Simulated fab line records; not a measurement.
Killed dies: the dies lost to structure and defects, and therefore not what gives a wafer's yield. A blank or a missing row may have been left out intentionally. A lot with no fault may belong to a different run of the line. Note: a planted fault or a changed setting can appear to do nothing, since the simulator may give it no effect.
Matching of chambers || flow nand-harc || 4 sister chambers for NHARC_P_ZERO_WELL_ETCH_63 on rie-si-03
The step etches the open film in HBr/Cl2, target depth 120 nm, time 40.1 s. 4 wafers are shown with their chamber, then 11 later ones without.

WAFERS PAIRED WITH THEIR CHAMBERS
{"wafer": "L082.2", "chamber": 2, "he-backside-leak-sccm (sccm)": 3.04}
{"wafer": "L085.2", "chamber": 0, "he-backside-leak-sccm (sccm)": 2.86}
{"wafer": "L086.5", "chamber": 1, "he-backside-leak-sccm (sccm)": 2.88}
{"wafer": "L091.1", "chamber": 3, "he-backside-leak-sccm (sccm)": 2.72}

WAFERS WHOSE CHAMBER IS MISSING
{"wafer": "L091.3", "he-backside-leak-sccm (sccm)": 2.75}
{"wafer": "L091.5", "he-backside-leak-sccm (sccm)": 2.84}
{"wafer": "L092.1", "he-backside-leak-sccm (sccm)": 2.70}
{"wafer": "L092.4", "he-backside-leak-sccm (sccm)": 2.67}
{"wafer": "L092.6", "he-backside-leak-sccm (sccm)": 2.66}
{"wafer": "L095.1", "he-backside-leak-sccm (sccm)": 2.82}
{"wafer": "L095.4", "he-backside-leak-sccm (sccm)": 2.71}
{"wafer": "L095.5", "he-backside-leak-sccm (sccm)": 2.90}
{"wafer": "L096.2", "he-backside-leak-sccm (sccm)": 2.97}
{"wafer": "L096.3", "he-backside-leak-sccm (sccm)": 2.76}
{"wafer": "L096.6", "he-backside-leak-sccm (sccm)": 2.82}

EACH ONE'S CHAMBER
{"wafer": "L091.3", "from the rows above": "can't be placed: 3 or 0", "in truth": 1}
{"wafer": "L091.5", "from the rows above": "can't be placed: 0 or 1", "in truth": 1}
{"wafer": "L092.1", "from the rows above": 3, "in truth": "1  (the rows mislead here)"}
{"wafer": "L092.4", "from the rows above": 3, "in truth": 3}
{"wafer": "L092.6", "from the rows above": 3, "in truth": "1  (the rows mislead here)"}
{"wafer": "L095.1", "from the rows above": "can't be placed: 0 or 1 or 3", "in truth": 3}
{"wafer": "L095.4", "from the rows above": 3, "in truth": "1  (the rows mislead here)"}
{"wafer": "L095.5", "from the rows above": "can't be placed: 1 or 0", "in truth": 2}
{"wafer": "L096.2", "from the rows above": "can't be placed: 2 or 1 or 0", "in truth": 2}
{"wafer": "L096.3", "from the rows above": "can't be placed: 3 or 0 or 1", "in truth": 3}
{"wafer": "L096.6", "from the rows above": "can't be placed: 0 or 1 or 3", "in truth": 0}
1 of 11 placed correctly. From these rows, 7 cannot be placed; in 5 the true chamber is one of the candidates. 3 placed wrongly.
How it was worked out, from the rows above alone: a wafer's distance from a chamber is the root of the sum, over the readings, of the square of ((its reading less the chamber's mean) divided by the reading's scatter). The wafer belongs to the nearest chamber; if the next one is less than 2 further off, it can't be placed. For every chamber, the mean is computed from those of its wafers that are shown. The scatter: with one shown wafer a chamber, the root of the mean of the squares of how far each hidden wafer lies from its nearest shown one.
